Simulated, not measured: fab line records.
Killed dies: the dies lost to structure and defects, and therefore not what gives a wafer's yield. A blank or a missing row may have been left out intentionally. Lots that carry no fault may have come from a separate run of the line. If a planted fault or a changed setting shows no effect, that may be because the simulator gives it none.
Split-lot experiment / flow n5_finfet / 7 lots, 21 wafers read, on a route of 1938 steps

== ON THE SPLIT ==
At N5_BEOL_M13_TRENCH_ETCH_34 (etches SiOC in C4F8/O2/Ar, target depth 413.47 nm, time 162.6 s), the setting time_s was moved away from the recipe's 162.6 s on 5 of the 21 wafers read, by -13.0% to +14.0%. The other wafers ran this setting at the recipe's value.

== FROM THE SPLIT TO THE READING: what the file shows between them, 10 steps ==
- N5_BEOL_M13_STRIP_70: strips in C4F8/O2/Ar
- N5_BEOL_M13_OCD_MEAS_35
- N5_BEOL_M13_STRIP_37: strips in N2/H2
- N5_BEOL_M13_ETCH_38: etches SiCN in CF4/N2, target depth 67.5 nm, time 71.9 s
- N5_BEOL_M13_ECD_47: material Cu, target thk 936 nm
- N5_BEOL_M13_ANNEAL_48: time 90 s
- N5_BEOL_M13_CMP_49: polishes, stops on SiOC, t overpolish 17.1 s, target thk 420 nm
- N5_BEOL_M13_THK_MEAS_50: measures by xrf
- N5_BEOL_M13_PRE_CLEAN_52: time 15 s
- N5_BEOL_M13_DEP_53: deposits SiCN from 3MS/NH3, target thk 50 nm, time 17.8 s

== THE READING ==
M13_RS (ohm/sq), read at N5_BEOL_M13_RS_MEAS_54 with a four-point probe. A value of 0.0446 ohm/sq with a standard deviation of 0.00072 ohm/sq is what fault-free wafers of this fab line usually give.

wafer=L076.1; tool, chamber at the split=rie_diel-05, 2; time_s as run, s=141.5; against the recipe=-13.0%; M13_RS, ohm/sq=0.0511; against lot-mates on the recipe=+0.0067
wafer=L076.2; tool, chamber at the split=rie_diel-05, 1; time_s as run, s=141.5; against the recipe=-13.0%; M13_RS, ohm/sq=0.0525; against lot-mates on the recipe=+0.0081
wafer=L076.5; tool, chamber at the split=rie_diel-05, 2; time_s as run, s=162.6; against the recipe=recipe; M13_RS, ohm/sq=0.0444; against lot-mates on the recipe=-
wafer=L080.3; tool, chamber at the split=rie_diel-02, 0; time_s as run, s=162.6; against the recipe=recipe; M13_RS, ohm/sq=0.0454; against lot-mates on the recipe=-
wafer=L080.5; tool, chamber at the split=rie_diel-02, 3; time_s as run, s=162.6; against the recipe=recipe; M13_RS, ohm/sq=0.0449; against lot-mates on the recipe=-
wafer=L080.6; tool, chamber at the split=rie_diel-02, 0; time_s as run, s=162.6; against the recipe=recipe; M13_RS, ohm/sq=0.0466; against lot-mates on the recipe=-
wafer=L088.2; tool, chamber at the split=rie_diel-05, 3; time_s as run, s=162.6; against the recipe=recipe; M13_RS, ohm/sq=0.0435; against lot-mates on the recipe=-
wafer=L088.5; tool, chamber at the split=rie_diel-05, 1; time_s as run, s=185.4; against the recipe=+14.0%; M13_RS, ohm/sq=0.0391; against lot-mates on the recipe=-0.0046
wafer=L088.6; tool, chamber at the split=rie_diel-05, 2; time_s as run, s=162.6; against the recipe=recipe; M13_RS, ohm/sq=0.0440; against lot-mates on the recipe=-
wafer=L089.2; tool, chamber at the split=rie_diel-02, 1; time_s as run, s=162.6; against the recipe=recipe; M13_RS, ohm/sq=0.0439; against lot-mates on the recipe=-
wafer=L089.5; tool, chamber at the split=rie_diel-02, 0; time_s as run, s=162.6; against the recipe=recipe; M13_RS, ohm/sq=0.0462; against lot-mates on the recipe=-
wafer=L089.6; tool, chamber at the split=rie_diel-02, 1; time_s as run, s=162.6; against the recipe=recipe; M13_RS, ohm/sq=0.0439; against lot-mates on the recipe=-
wafer=L092.1; tool, chamber at the split=rie_diel-02, 1; time_s as run, s=162.6; against the recipe=recipe; M13_RS, ohm/sq=0.0437; against lot-mates on the recipe=-
wafer=L092.3; tool, chamber at the split=rie_diel-02, 0; time_s as run, s=152.1; against the recipe=-6.5%; M13_RS, ohm/sq=0.0493; against lot-mates on the recipe=+0.0056
wafer=L092.4; tool, chamber at the split=rie_diel-02, 1; time_s as run, s=152.1; against the recipe=-6.5%; M13_RS, ohm/sq=0.0472; against lot-mates on the recipe=+0.0035
wafer=L095.1; tool, chamber at the split=rie_diel-04, 1; time_s as run, s=162.6; against the recipe=recipe; M13_RS, ohm/sq=0.0447; against lot-mates on the recipe=-
wafer=L095.4; tool, chamber at the split=rie_diel-04, 3; time_s as run, s=162.6; against the recipe=recipe; M13_RS, ohm/sq=0.0444; against lot-mates on the recipe=-
wafer=L095.6; tool, chamber at the split=rie_diel-04, 0; time_s as run, s=162.6; against the recipe=recipe; M13_RS, ohm/sq=0.0440; against lot-mates on the recipe=-
wafer=L097.2; tool, chamber at the split=rie_diel-05, 2; time_s as run, s=162.6; against the recipe=recipe; M13_RS, ohm/sq=0.0450; against lot-mates on the recipe=-
wafer=L097.3; tool, chamber at the split=rie_diel-05, 1; time_s as run, s=162.6; against the recipe=recipe; M13_RS, ohm/sq=0.0452; against lot-mates on the recipe=-
wafer=L097.6; tool, chamber at the split=rie_diel-05, 0; time_s as run, s=162.6; against the recipe=recipe; M13_RS, ohm/sq=0.0451; against lot-mates on the recipe=-

THE FIT
A straight line over all 21 wafers: M13_RS changes by -0.000494 ohm/sq for each +1% of time_s; r = -0.94; the points scatter about the line by 0.00096 ohm/sq.
The same after taking each lot's own level away (the mean of its wafers on the recipe; 21 wafers): -0.000499 ohm/sq for each +1%; r = -0.95; scatter 0.00095 ohm/sq.
Per that fit: largest time_s move, reading shift of 0.007 ohm/sq.
Measured against the standard deviation above, the lots' own levels, which go from 0.04370 to 0.04563 ohm/sq, span 2.7 times it.
The two slopes agree, so the slope changes little with the lot-to-lot level.
Check: with one of the wafers moved furthest among these (+14.0%) left out of the fit, the line predicts -0.00827 ohm/sq for it against its lot-mates. Against them it came out at -0.00465 ohm/sq.

== THE WHOLE CHAIN: every reading that the file lists as answering this split, in the file's order ==
step=N5_BEOL_M13_TRENCH_ETCH_34; what it does=etches SiOC in C4F8/O2/Ar, target depth 413.47 nm, time 162.6 s; reading=etch.depth_nm (the simulator's own value, which no gauge read); change (the file's fit)=+4.22 nm for each +1% of the setting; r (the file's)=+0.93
step=N5_BEOL_M13_OCD_MEAS_35; what it does=; reading=trench_depth_nm; change (the file's fit)=+4.23 nm for each +1% of the setting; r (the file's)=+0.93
step=N5_BEOL_M13_CMP_49; what it does=polishes, stops on SiOC, t overpolish 17.1 s, target thk 420 nm; reading=Cu_of_BEOL_M13_ECD_47.thk_nm (the simulator's own value, which no gauge read); change (the file's fit)=+4.2 nm for each +1% of the setting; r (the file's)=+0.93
step=N5_BEOL_M13_THK_MEAS_50; what it does=measures by xrf; reading=M13_THK; change (the file's fit)=+4.22 for each +1% of the setting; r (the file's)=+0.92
step=N5_BEOL_M13_RS_MEAS_54; what it does=measures by four-point-probe; reading=M13_RS; change (the file's fit)=-0.000467 for each +1% of the setting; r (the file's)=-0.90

== THE FILE'S OWN FIT ==
M13_RS changes by -0.000467 ohm/sq for each +1% of time_s, r = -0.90.
